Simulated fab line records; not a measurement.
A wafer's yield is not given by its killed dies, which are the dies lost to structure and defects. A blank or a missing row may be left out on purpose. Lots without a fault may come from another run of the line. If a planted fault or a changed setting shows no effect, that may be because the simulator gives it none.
fab line records + flow n5-finfet
record:
- lots: 7
- wafers: 39
route steps=1938 shown BEOL_M6@1239 BEOL_M9@1417 BEOL_M11@1592
start-h: hours from the record's opening day to when the first of the lot's shown wafers began + wait-h: how many hours have passed since the lot's step before this one + " identical to the entry in the row above + L1.1+2: several wafers, shown together as one row + - either no value or no given start + * or withheld: withheld + < > ~ a bound
route shown NAME@n: a module of which the file shows steps, and the number in the route of the first + usual: mean and standard deviation over wafers with no fault + same: alike in all rows + chamber/n: place in a boat + sites: the reading at each site + _std_site: their standard deviation + _edge_site: the outer-site mean with the inner-site mean subtracted + radius-mm: for every site, how far away it sits from the centre of the wafer + mask NAME#n: copy n + behind: the most recent tool/chamber to have shaped the wafer + hold: the reason the lot was held/the length of the hold in hours/how it ended + device: the transistor (n, p or np) that didn't switch + end of line: tests run on the same wafers once the route is complete + for a step that has no rows: nothing shown but its recipe + killed: not the wafer's yield, but the dies lost to structure and defects at the first sort + map: dies across one wafer; x = killed, . = not, _ = none there
set.NAME: setting as actually run; set.NAME@STEP: the setting as run at that earlier step + model.NAME: the simulator's own value behind a step, which no gauge read
lots run with intentionally changed settings; tables by step, rows by wafer
== steps ==
step: N5_BEOL_M6_TRENCH_ETCH_37
recipe:
- chemistry: C4F6/O2
- target-depth-a: 944.35
- target: SiCOH_lowk
- time-s: 31.5
- ion-energy-ev: 250
- pressure-mtorr: 30
- source-w: 345
- bias-w: 185
- Ar_flow_sccm: 300
- C4F6_flow_sccm: 10
- O2_flow_sccm: 10
| lot.wafer | tool        | chamber | start-h | wait-h | set.time-s | model.BEOL_M6.feature-depth-nm | model.etch.depth-nm | model.TiN_of_BEOL_M6_HM_DEP_02.thk-nm |
|-----------|-------------|---------|---------|--------|------------|--------------------------------|---------------------|---------------------------------------|
| L078.1    | rie-diel-01 | 0       | -       | -      | 38.22      | 117.8                          | 117.9               | 16.6                                  |
| L078.2    | "           | 3       | "       | "      | 38.22      | 114.6                          | 114.7               | 17.2                                  |
| L078.3    | "           | 1       | "       | "      | 38.22      | 118                            | 118.1               | 16.8                                  |
| L078.4    | "           | 2       | "       | "      | 31.5       | 90                             | 90.05               | 17.6                                  |
| L078.5    | "           | 2       | "       | "      | 31.5       | 89.8                           | 89.73               | 18                                    |
| L078.6    | "           | 3       | "       | "      | 31.5       | 95                             | 94.93               | 17.4                                  |
| L077.1    | rie-diel-02 | 0       | -       | -      | 31.5       | 98                             | 98.07               | 17.2                                  |
| L077.2    | "           | 2       | "       | "      | 20.59      | 61.4                           | 61.37               | 17.8                                  |
| L077.3    | "           | 3       | "       | "      | 31.5       | 93.6                           | 93.55               | 17.2                                  |
| L077.4    | "           | 1       | "       | "      | 31.5       | 93.4                           | 93.32               | 17                                    |
| L077.5    | "           | 2       | "       | "      | 20.59      | 61.4                           | 61.4                | 17.8                                  |
| L077.6    | "           | 3       | "       | "      | 20.59      | 61.2                           | 61.1                | 17.6                                  |
| L085.1    | rie-diel-01 | 2       | -       | -      | 14.44      | 40.8                           | 40.87               | 18.8                                  |
| L085.2    | "           | 3       | "       | "      | 31.5       | 95.6                           | 95.53               | 17                                    |
| L085.3    | "           | 0       | "       | "      | 14.44      | 44.8                           | 44.88               | 19                                    |
| L085.4    | "           | 1       | "       | "      | 31.5       | 98.4                           | 98.3                | 16.8                                  |
| L085.5    | "           | 3       | "       | "      | 31.5       | 95.6                           | 95.6                | 17                                    |
| L085.6    | "           | 2       | "       | "      | 14.44      | 40.8                           | 40.7                | 18.8                                  |
| L084.1    | rie-diel-06 | 2       | -       | -      | 31.5       | 96.2                           | 96.15               | 17.4                                  |
| L084.2    | "           | 3       | "       | "      | 20.59      | 60.6                           | 60.52               | 19                                    |
| L084.3    | "           | 1       | "       | "      | 31.5       | 98.6                           | 98.57               | 17.2                                  |
| L084.4    | "           | 0       | "       | "      | 31.5       | 93.8                           | 93.84               | 17.6                                  |
| L084.5    | "           | 2       | "       | "      | 20.59      | 62.4                           | 62.47               | 18.6                                  |
| L084.6    | "           | 3       | "       | "      | 20.59      | 60.4                           | 60.42               | 18                                    |
| L088.1    | rie-diel-02 | 2       | -       | -      | 31.5       | 94                             | 93.93               | 17                                    |
| L088.2    | "           | 0       | "       | "      | 31.5       | 98                             | 97.98               | 17.2                                  |
| L088.3    | "           | 1       | "       | "      | 31.5       | 93.6                           | 93.55               | 16.8                                  |
| L088.4    | "           | 3       | "       | "      | 31.5       | 93.6                           | 93.64               | 17.2                                  |
| L088.5    | "           | 2       | "       | "      | 31.5       | 93.6                           | 93.61               | 17                                    |
| L088.6    | "           | 1       | "       | "      | 31.5       | 93.6                           | 93.5                | 17.6                                  |
| L089.1    | rie-diel-06 | 2       | -       | -      | 45.88      | 136.6                          | 136.7               | 16.2                                  |
| L089.2    | "           | 1       | "       | "      | 31.5       | 95.8                           | 95.8                | 16.8                                  |
| L089.3    | "           | 3       | "       | "      | 31.5       | 91.6                           | 91.52               | 17.8                                  |
| L089.4    | "           | 0       | "       | "      | 31.5       | 92.4                           | 92.34               | 17.2                                  |
| L089.5    | "           | 0       | "       | "      | 45.88      | 135                            | 135                 | 16                                    |
| L089.6    | "           | 1       | "       | "      | 45.88      | 140.4                          | 140.4               | 16.2                                  |
| L090.2    | rie-diel-02 | 0       | -       | -      | 31.5       | 97.4                           | 97.44               | 17                                    |
| L090.4    | "           | 1       | "       | "      | 31.5       | 93                             | 92.9                | 17.2                                  |
| L090.6    | "           | 2       | "       | "      | 31.5       | 94.6                           | 94.64               | 17.4                                  |
step: N5_BEOL_M6_ETCH_41
recipe:
- chemistry: CH3F/O2
- target: SiCN
- target-depth-a: 297
- taper-deg: 2
- time-s: 52
- ion-energy-ev: 120
- mask-material: TiN
- pressure-mtorr: 30
- source-w: 395
- bias-w: 75
- Ar_flow_sccm: 150
- CH3F_flow_sccm: 30
- O2_flow_sccm: 20
step: N5_BEOL_M6_STRIP_80
recipe:
- chemistry: N2/H2
- time-s: 10
- power-w: 450
- temp-c: 40
- pressure-mtorr: 20
- rf-frequency-hz: 6e+07
- bias-power-w: 7
- n2-flow-sccm: 200
- h2-flow-sccm: 200
step: N5_BEOL_M6_OCD_MEAS_38
usual:
- trench-depth-nm: 95.0/2.9
| lot.wafer | tool   | chamber | start-h | wait-h | set.time-s@BEOL_M6_TRENCH_ETCH_37 | trench-depth-nm |
|-----------|--------|---------|---------|--------|-----------------------------------|-----------------|
| L078.1    | ocd-01 | -       | 217.89  | -      | 38.22                             | 117.8           |
| L078.2    | "      | -       | "       | "      | 38.22                             | 114.5           |
| L078.3    | "      | -       | "       | "      | 38.22                             | 118.5           |
| L078.4    | "      | -       | "       | "      | 31.5                              | 90.2            |
| L078.5    | "      | -       | "       | "      | 31.5                              | 89.4            |
| L078.6    | "      | -       | "       | "      | 31.5                              | 95.1            |
| L077.1    | ocd-02 | -       | 222.05  | -      | 31.5                              | -               |
| L077.2    | "      | -       | "       | "      | 20.59                             | 61.6            |
| L077.3    | "      | -       | "       | "      | 31.5                              | -               |
| L077.4    | "      | -       | "       | "      | 31.5                              | 93.7            |
| L077.5    | "      | -       | "       | "      | 20.59                             | -               |
| L077.6    | "      | -       | "       | "      | 20.59                             | 61.1            |
| L085.1    | ocd-02 | -       | 260.15  | -      | 14.44                             | 41.1            |
| L085.2    | "      | -       | "       | "      | 31.5                              | 95.7            |
| L085.3    | "      | -       | "       | "      | 14.44                             | 44.4            |
| L085.4    | "      | -       | "       | "      | 31.5                              | 98.2            |
| L085.5    | "      | -       | "       | "      | 31.5                              | 95.2            |
| L085.6    | "      | -       | "       | "      | 14.44                             | 40.8            |
| L084.1    | ocd-01 | -       | 260.55  | -      | 31.5                              | -               |
| L084.2    | "      | -       | "       | "      | 20.59                             | 60.6            |
| L084.3    | "      | -       | "       | "      | 31.5                              | 98.1            |
| L084.4    | "      | -       | "       | "      | 31.5                              | -               |
| L084.5    | "      | -       | "       | "      | 20.59                             | -               |
| L084.6    | "      | -       | "       | "      | 20.59                             | 60.5            |
| L088.1    | ocd-01 | -       | 292.43  | -      | 31.5                              | 94.1            |
| L088.2    | "      | -       | "       | "      | 31.5                              | 97.7            |
| L088.3    | "      | -       | "       | "      | 31.5                              | 93.3            |
| L088.4    | "      | -       | "       | "      | 31.5                              | 93.4            |
| L088.5    | "      | -       | "       | "      | 31.5                              | 93.7            |
| L088.6    | "      | -       | "       | "      | 31.5                              | 93.1            |
| L089.1    | ocd-01 | -       | 292.66  | -      | 45.88                             | 136.8           |
| L089.2    | "      | -       | "       | "      | 31.5                              | -               |
| L089.3    | "      | -       | "       | "      | 31.5                              | -               |
| L089.4    | "      | -       | "       | "      | 31.5                              | 92.8            |
| L089.5    | "      | -       | "       | "      | 45.88                             | -               |
| L089.6    | "      | -       | "       | "      | 45.88                             | 140.3           |
| L090.2    | ocd-02 | -       | 296.16  | -      | 31.5                              | 97.6            |
| L090.4    | "      | -       | "       | "      | 31.5                              | 93.0            |
| L090.6    | "      | -       | "       | "      | 31.5                              | 94.4            |
step: N5_BEOL_M6_HM_STRIP_39
recipe:
- chemistry: peroxide-tin-strip
- material: TiN
- target-depth-a: 250
- temp-c: 50
- time-s: 158
step: N5_BEOL_M6_SRD_40
recipe:
- time-s: 30
- temp-c: 23
- rinse-liquid: diw
- dry: ipa-marangoni
step: N5_BEOL_M6_ECD_50
recipe:
- material: Cu
- target-thk-a: 3000
step: N5_BEOL_M6_ANNEAL_51
recipe:
- temp-c: 225
- time-s: 90
- ambient: N2
step: N5_BEOL_M6_CMP_52
recipe:
- stop-on: SiCOH_lowk
- t-overpolish-s: 6.9
- down-force-psi: 1
- platen-rpm: 50
- clearing-platen-down-force-psi: 1.5
- clearing-platen-rpm: 50
- post-cmp-clean: cu-alkaline
- target-thk-nm: 80
- clearing-platen-pad-velocity-m-s: 0.99484
- pad-velocity-m-s: 0.99484
| lot.wafer | tool   | chamber | start-h | wait-h | set.time-s@BEOL_M6_TRENCH_ETCH_37 | model.Cu_of_BEOL_M6_ECD_50.thk-nm |
|-----------|--------|---------|---------|--------|-----------------------------------|-----------------------------------|
| L078.1    | cmp-02 | 1       | 221.54  | 0.3    | 38.22                             | 102.8                             |
| L078.3    | "      | 2       | "       | "      | 38.22                             | 103.8                             |
| L078.4    | "      | 3       | "       | "      | 31.5                              | 76.2                              |
| L078.2    | "      | 0       | "       | "      | 38.22                             | 100.2                             |
| L078.6    | "      | 1       | "       | "      | 31.5                              | 81.8                              |
| L078.5    | "      | 2       | "       | "      | 31.5                              | 76                                |
| L077.2    | cmp-04 | 3       | 224.41  | 0.4    | 20.59                             | 46.4                              |
| L077.3    | "      | 0       | "       | "      | 31.5                              | 77.8                              |
| L077.4    | "      | 1       | "       | "      | 31.5                              | 79.2                              |
| L077.1    | "      | 2       | "       | "      | 31.5                              | 82.2                              |
| L077.6    | "      | 3       | "       | "      | 20.59                             | 46.6                              |
| L077.5    | "      | 0       | "       | "      | 20.59                             | 47.2                              |
| L085.3    | cmp-04 | 3       | 262.14  | 0.2    | 14.44                             | 30                                |
| L085.2    | "      | 0       | "       | "      | 31.5                              | 79                                |
| L085.4    | "      | 1       | "       | "      | 31.5                              | 83.6                              |
| L085.1    | "      | 2       | "       | "      | 14.44                             | 24.2                              |
| L085.6    | "      | 3       | "       | "      | 14.44                             | 25                                |
| L085.5    | "      | 0       | "       | "      | 31.5                              | 79.6                              |
| L084.1    | cmp-04 | 3       | 262.69  | 0.3    | 31.5                              | 81.2                              |
| L084.4    | "      | 0       | "       | "      | 31.5                              | 78.2                              |
| L084.2+6  | "      | 1,0     | "       | "      | 20.59                             | 46.8                              |
| L084.3    | "      | 2       | "       | "      | 31.5                              | 84                                |
| L084.5    | "      | 3       | "       | "      | 20.59                             | 49                                |
| L088.1    | cmp-03 | 2       | 294.42  | 0.3    | 31.5                              | 79.2                              |
| L088.4+3  | "      | 3,1     | "       | "      | 31.5                              | 78                                |
| L088.2    | "      | 0       | "       | "      | 31.5                              | 85.8                              |
| L088.6+5  | "      | 2,3     | "       | "      | 31.5                              | 78.2                              |
| L089.2    | cmp-04 | 1       | 296.09  | 0.2    | 31.5                              | 80.2                              |
| L089.3    | "      | 2       | "       | "      | 31.5                              | 74.6                              |
| L089.4    | "      | 3       | "       | "      | 31.5                              | 75.6                              |
| L089.1+5  | "      | 0,1     | "       | "      | 45.88                             | 120                               |
| L089.6    | "      | 2       | "       | "      | 45.88                             | 125.4                             |
| L090.4    | cmp-03 | 2       | 298.40  | 0.2    | 31.5                              | 79.4                              |
| L090.2    | "      | 3       | "       | "      | 31.5                              | 82.6                              |
| L090.6    | "      | 0       | "       | "      | 31.5                              | 82.8                              |
step: N5_BEOL_M6_THK_MEAS_53
recipe:
- thk-meas-gauge: xrf
- reads: Cu_of_BEOL_M6_ECD_50
usual:
- M6_THK: 80.0/2.9
| lot.wafer | tool          | chamber | start-h | wait-h | set.time-s@BEOL_M6_TRENCH_ETCH_37 | M6_THK[nm] |
|-----------|---------------|---------|---------|--------|-----------------------------------|------------|
| L078.1    | film-metro-01 | -       | 221.83  | -      | 38.22                             | 102.7      |
| L078.2    | "             | -       | "       | "      | 38.22                             | 99.7       |
| L078.3    | "             | -       | "       | "      | 38.22                             | 103.5      |
| L078.4    | "             | -       | "       | "      | 31.5                              | 76.1       |
| L078.5    | "             | -       | "       | "      | 31.5                              | 75.9       |
| L078.6    | "             | -       | "       | "      | 31.5                              | 82.1       |
| L077.1    | film-metro-01 | -       | 224.71  | -      | 31.5                              | -          |
| L077.2    | "             | -       | "       | "      | 20.59                             | 46.1       |
| L077.3    | "             | -       | "       | "      | 31.5                              | -          |
| L077.4    | "             | -       | "       | "      | 31.5                              | 79.1       |
| L077.5    | "             | -       | "       | "      | 20.59                             | -          |
| L077.6    | "             | -       | "       | "      | 20.59                             | 46.5       |
| L085.1    | film-metro-02 | -       | 262.43  | -      | 14.44                             | 24.1       |
| L085.2    | "             | -       | "       | "      | 31.5                              | 78.5       |
| L085.3    | "             | -       | "       | "      | 14.44                             | 29.6       |
| L085.4    | "             | -       | "       | "      | 31.5                              | 82.7       |
| L085.5    | "             | -       | "       | "      | 31.5                              | 78.9       |
| L085.6    | "             | -       | "       | "      | 14.44                             | 24.7       |
| L084.1    | film-metro-01 | -       | 262.98  | -      | 31.5                              | -          |
| L084.2    | "             | -       | "       | "      | 20.59                             | 46.4       |
| L084.3    | "             | -       | "       | "      | 31.5                              | 83.1       |
| L084.4    | "             | -       | "       | "      | 31.5                              | -          |
| L084.5    | "             | -       | "       | "      | 20.59                             | -          |
| L084.6    | "             | -       | "       | "      | 20.59                             | 46.3       |
| L088.1    | film-metro-01 | -       | 294.72  | -      | 31.5                              | 79.3       |
| L088.2    | "             | -       | "       | "      | 31.5                              | 85.5       |
| L088.3    | "             | -       | "       | "      | 31.5                              | 77.8       |
| L088.4    | "             | -       | "       | "      | 31.5                              | 77.8       |
| L088.5    | "             | -       | "       | "      | 31.5                              | 77.9       |
| L088.6    | "             | -       | "       | "      | 31.5                              | 77.8       |
| L089.1    | film-metro-02 | -       | 296.38  | -      | 45.88                             | 119.6      |
| L089.2    | "             | -       | "       | "      | 31.5                              | -          |
| L089.3    | "             | -       | "       | "      | 31.5                              | -          |
| L089.4    | "             | -       | "       | "      | 31.5                              | 75.2       |
| L089.5    | "             | -       | "       | "      | 45.88                             | -          |
| L089.6    | "             | -       | "       | "      | 45.88                             | 125.2      |
| L090.2    | film-metro-02 | -       | 298.62  | -      | 31.5                              | 81.3       |
| L090.4    | "             | -       | "       | "      | 31.5                              | 78.1       |
| L090.6    | "             | -       | "       | "      | 31.5                              | 81.7       |
step: N5_BEOL_M6_PRE_CLEAN_55
recipe:
- gas: NH3
- time-s: 15
- temp-c: withheld
- rf-power-w: 300
step: N5_BEOL_M6_DEP_56
recipe:
- material: SiCN
- target-thk-a: 100
- temp-c: withheld
- precursor: 3MS/NH3
- pressure-torr: 3
- rf-w: 202
- time-s: 17.5
step: N5_BEOL_M6_RS_MEAS_57
recipe:
- thk-meas-gauge: four-point-probe
- reads: Cu_of_BEOL_M6_ECD_50+Co_of_BEOL_M6_CVD_78+TaN_of_BEOL_M6_ALD_77
usual:
- M6_RS: 0.285/0.012
| lot.wafer | tool          | chamber | start-h | wait-h | set.time-s@BEOL_M6_TRENCH_ETCH_37 | M6_RS[ohm/sq] |
|-----------|---------------|---------|---------|--------|-----------------------------------|---------------|
| L078.1    | film-metro-01 | -       | 221.96  | 0.1    | 38.22                             | 0.214         |
| L078.2    | "             | -       | "       | "      | 38.22                             | 0.220         |
| L078.3    | "             | -       | "       | "      | 38.22                             | 0.212         |
| L078.4    | "             | -       | "       | "      | 31.5                              | 0.303         |
| L078.5    | "             | -       | "       | "      | 31.5                              | 0.304         |
| L078.6    | "             | -       | "       | "      | 31.5                              | 0.279         |
| L077.1    | film-metro-02 | -       | 224.84  | 0.1    | 31.5                              | -             |
| L077.2    | "             | -       | "       | "      | 20.59                             | 0.557         |
| L077.3    | "             | -       | "       | "      | 31.5                              | -             |
| L077.4    | "             | -       | "       | "      | 31.5                              | 0.290         |
| L077.5    | "             | -       | "       | "      | 20.59                             | -             |
| L077.6    | "             | -       | "       | "      | 20.59                             | 0.551         |
| L085.1    | film-metro-02 | -       | 262.56  | 0.1    | 14.44                             | 1.316         |
| L085.2    | "             | -       | "       | "      | 31.5                              | 0.290         |
| L085.3    | "             | -       | "       | "      | 14.44                             | 0.985         |
| L085.4    | "             | -       | "       | "      | 31.5                              | 0.272         |
| L085.5    | "             | -       | "       | "      | 31.5                              | 0.287         |
| L085.6    | "             | -       | "       | "      | 14.44                             | 1.270         |
| L084.1    | film-metro-01 | -       | 263.11  | 0.1    | 31.5                              | -             |
| L084.2    | "             | -       | "       | "      | 20.59                             | 0.551         |
| L084.3    | "             | -       | "       | "      | 31.5                              | 0.270         |
| L084.4    | "             | -       | "       | "      | 31.5                              | -             |
| L084.5    | "             | -       | "       | "      | 20.59                             | -             |
| L084.6    | "             | -       | "       | "      | 20.59                             | 0.550         |
| L088.1    | film-metro-02 | -       | 294.85  | 0.1    | 31.5                              | 0.290         |
| L088.2    | "             | -       | "       | "      | 31.5                              | 0.264         |
| L088.3    | "             | -       | "       | "      | 31.5                              | 0.294         |
| L088.4    | "             | -       | "       | "      | 31.5                              | 0.296         |
| L088.5    | "             | -       | "       | "      | 31.5                              | 0.294         |
| L088.6    | "             | -       | "       | "      | 31.5                              | 0.294         |
| L089.1    | film-metro-02 | -       | 296.53  | 0.1    | 45.88                             | 0.180         |
| L089.2    | "             | -       | "       | "      | 31.5                              | -             |
| L089.3    | "             | -       | "       | "      | 31.5                              | -             |
| L089.4    | "             | -       | "       | "      | 31.5                              | 0.306         |
| L089.5    | "             | -       | "       | "      | 45.88                             | -             |
| L089.6    | "             | -       | "       | "      | 45.88                             | 0.171         |
| L090.2    | film-metro-01 | -       | 298.75  | 0.1    | 31.5                              | 0.275         |
| L090.4    | "             | -       | "       | "      | 31.5                              | 0.289         |
| L090.6    | "             | -       | "       | "      | 31.5                              | 0.275         |
step: N5_BEOL_M9_DESCUM_16
recipe:
- chemistry: O2
- time-s: 7.9
- source-power-w: 50
- bias-power-w: 20
- pressure-mtorr: 20
- rf-frequency-hz: 2.712e+07
- temp-c: 40
- resist: CAR-ArF
- o2-flow-sccm: 225
| lot.wafer  | tool        | chamber | start-h | wait-h | set.time-s | model.CAR-ArF_of_BEOL_M9_COAT_05.thk-nm |
|------------|-------------|---------|---------|--------|------------|-----------------------------------------|
| L078.1+4+5 | rie-diel-05 | 3,2,2   | 240.75  | 0.0    | 7.9        | 84                                      |
| L078.2     | "           | 1       | "       | "      | 7.9        | 83.6                                    |
| L078.3+6   | "           | 0,1     | "       | "      | 7.9        | 83.8                                    |
| L077.1+3+6 | rie-diel-04 | 0,2,1   | 241.04  | 0.0    | 7.9        | 83.6                                    |
| L077.2     | "           | 1       | "       | "      | 5.245      | 85.6                                    |
| L077.4+5   | "           | 3,0     | "       | "      | 5.245      | 85.4                                    |
| L085.1     | rie-diel-04 | 2       | 283.87  | 0.9    | 12.2       | 80.6                                    |
| L085.2     | "           | 0       | "       | "      | 12.2       | 80.8                                    |
| L085.3     | "           | 3       | "       | "      | 12.2       | 81                                      |
| L085.4+6   | "           | 1,0     | "       | "      | 7.9        | 83.4                                    |
| L085.5     | "           | 1       | "       | "      | 7.9        | 83.6                                    |
| L084.1+2+3 | rie-diel-04 | 3,0,2   | 285.16  | 0.7    | 4.492      | 85.4                                    |
| L084.4     | "           | 1       | "       | "      | 7.9        | 83.4                                    |
| L084.5     | "           | 3       | "       | "      | 7.9        | 83.6                                    |
| L084.6     | "           | 2       | "       | "      | 7.9        | 83.2                                    |
| L088.1+5   | rie-diel-04 | 3,1     | 311.20  | 0.0    | 5.554      | 85.4                                    |
| L088.2+4   | "           | 0,1     | "       | "      | 7.9        | 84                                      |
| L088.3     | "           | 2       | "       | "      | 5.554      | 85.2                                    |
| L088.6     | "           | 2       | "       | "      | 7.9        | 83.6                                    |
| L089.1+2   | rie-diel-03 | 1,3     | 315.79  | 0.0    | 7.9        | 83.4                                    |
| L089.3     | "           | 2       | "       | "      | 7.9        | 83.2                                    |
| L089.4+6   | "           | 3,1     | "       | "      | 5.675      | 84.6                                    |
| L089.5     | "           | 2       | "       | "      | 5.675      | 84.8                                    |
| L090.2+6   | rie-diel-04 | 1,0     | 324.63  | 0.1    | 7.9        | 83.6                                    |
| L090.4     | "           | 3       | "       | "      | 7.9        | 83                                      |
step: N5_BEOL_M11_CVD_75
recipe:
- material: Co
- target-thk-a: 20
- temp-c: withheld
- precursor: CCTBA/H2
- pressure-torr: 30
- time-s: 138.9
| lot.wafer        | tool      | chamber     | start-h | wait-h | set.target-thk-a | model.Co_of_BEOL_M11_CVD_75.thk-nm |
|------------------|-----------|-------------|---------|--------|------------------|------------------------------------|
| L078.1+4+5       | cvd-co-02 | 2,2,0       | 259.61  | 0.0    | 16.56            | 1.6                                |
| L078.2+3         | "         | 0,1         | "       | "      | 20               | 2                                  |
| L078.6           | "         | 1           | "       | "      | 20               | 1.8                                |
| L077.1           | cvd-co-02 | 0           | 261.55  | 0.3    | 28.42            | 3                                  |
| L077.2+3+5       | "         | 2,1,2       | "       | "      | 20               | 2                                  |
| L077.4+6         | "         | 1,0         | "       | "      | 28.42            | 2.8                                |
| L085.1+2+3+4+5+6 | cvd-co-02 | 1,0,2,0,2,1 | 304.56  | 0.0    | 20               | 2                                  |
| L084.1           | cvd-co-02 | 2           | 304.85  | 0.1    | 25.95            | 2.8                                |
| L084.2+4         | "         | 1,2         | "       | "      | 25.95            | 2.6                                |
| L084.3+5         | "         | 0           | "       | "      | 20               | 2                                  |
| L084.6           | "         | 1           | "       | "      | 20               | 2.2                                |
| L088.1+5         | cvd-co-01 | 2,0         | 332.95  | 0.1    | 20               | 2                                  |
| L088.2+3+4       | "         | 1,0,1       | "       | "      | 31.36            | 3.2                                |
| L088.6           | "         | 2           | "       | "      | 20               | 1.8                                |
| L089.1+3+4       | cvd-co-02 | 1,2,2       | 337.53  | 0.0    | 20               | 2                                  |
| L089.2+5+6       | "         | 0,1,0       | "       | "      | 31.6             | 3.2                                |
| L090.2+4         | cvd-co-02 | 2,1         | 348.72  | 0.2    | 20               | 1.8                                |
| L090.6           | "         | 0           | "       | "      | 20               | 2                                  |
== key ==
split:
- step: N5_BEOL_M6_TRENCH_ETCH_37
- setting: time-s
- stated: 31.5
- by: wafer
response:
- step: N5_BEOL_M6_TRENCH_ETCH_37
- reading: model.BEOL_M6.feature-depth-nm
- change: +1
- per: 1%
- r: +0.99
response:
- step: N5_BEOL_M6_TRENCH_ETCH_37
- reading: model.etch.depth-nm
- change: +1
- per: 1%
- r: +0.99
response:
- step: N5_BEOL_M6_TRENCH_ETCH_37
- reading: model.TiN_of_BEOL_M6_HM_DEP_02.thk-nm
- change: -0.0297
- per: 1%
- r: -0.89
response:
- step: N5_BEOL_M6_OCD_MEAS_38
- reading: trench-depth-nm
- change: +1.02
- per: 1%
- r: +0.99
response:
- step: N5_BEOL_M6_CMP_52
- reading: model.Cu_of_BEOL_M6_ECD_50.thk-nm
- change: +0.994
- per: 1%
- r: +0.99
response:
- step: N5_BEOL_M6_THK_MEAS_53
- reading: M6_THK
- change: +1.01
- per: 1%
- r: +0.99
response:
- step: N5_BEOL_M6_RS_MEAS_57
- reading: M6_RS
- change: -0.0115
- per: 1%
- r: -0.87
split:
- step: N5_BEOL_M9_DESCUM_16
- setting: time-s
- stated: 7.9
- by: wafer
response:
- step: N5_BEOL_M9_DESCUM_16
- reading: model.CAR-ArF_of_BEOL_M9_COAT_05.thk-nm
- change: -0.0492
- per: 1%
- r: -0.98
split:
- step: N5_BEOL_M11_CVD_75
- setting: target-thk-a
- stated: 20
- by: wafer
response:
- step: N5_BEOL_M11_CVD_75
- reading: model.Co_of_BEOL_M11_CVD_75.thk-nm
- change: +0.0211
- per: 1%
- r: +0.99
